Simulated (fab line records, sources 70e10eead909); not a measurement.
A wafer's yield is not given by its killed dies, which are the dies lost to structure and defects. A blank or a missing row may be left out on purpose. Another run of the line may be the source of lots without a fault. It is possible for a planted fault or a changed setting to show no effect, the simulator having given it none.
Matching of chambers    flow nand-harc    rie-diel-07 running NHARC_P_M2_STRIP_18: 4 sister chambers
The step strips in N2/H2. 7 wafers are shown with their chamber, then 7 later ones without.

== WAFERS, EACH WITH ITS CHAMBER ==
wafer   chamber  drypump-motor-current-A (A)  oes-product-au (a.u.)
L081.5  1        5.6                          0.989
L088.3  0        6.3                          1.003
L090.4  2        5.4                          0.999
L090.5  3        6.0                          1.015
L090.6  0        6.2                          0.994
L093.1  2        5.3                          1.000
L093.5  3        6.0                          1.013

== WAFERS WITH NO CHAMBER GIVEN ==
wafer   drypump-motor-current-A (A)  oes-product-au (a.u.)
L093.6  6.3                          1.007
L096.1  6.0                          1.005
L096.5  6.0                          1.003
L096.6  5.4                          0.992
L097.1  5.4                          1.003
L097.2  6.0                          1.018
L097.6  5.4                          1.010

== EACH ONE'S CHAMBER ==
wafer   from the rows above      in truth
L093.6  0                        0
L096.1  3                        3
L096.5  can't be placed: 3 or 0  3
L096.6  can't be placed: 2 or 1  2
L097.1  2                        2
L097.2  3                        3
L097.6  2                        2
Placed correctly: 5 of 7. From these rows, 2 cannot be placed; in 2 the true chamber is one of the candidates. Placed wrongly: 0.
How it was worked out, from the rows above alone: a wafer's distance from a chamber is the root of the sum, over the readings, of the square of ((its reading less the chamber's mean) divided by the reading's scatter). The wafer belongs to the nearest chamber; if the next one is less than 2 further off, it can't be placed. A chamber's mean is the mean of its shown wafers. How the scatter is found: for the shown wafers, subtract from each reading the mean of its chamber, square and add these, divide the total by (wafers less chambers), then take the root.
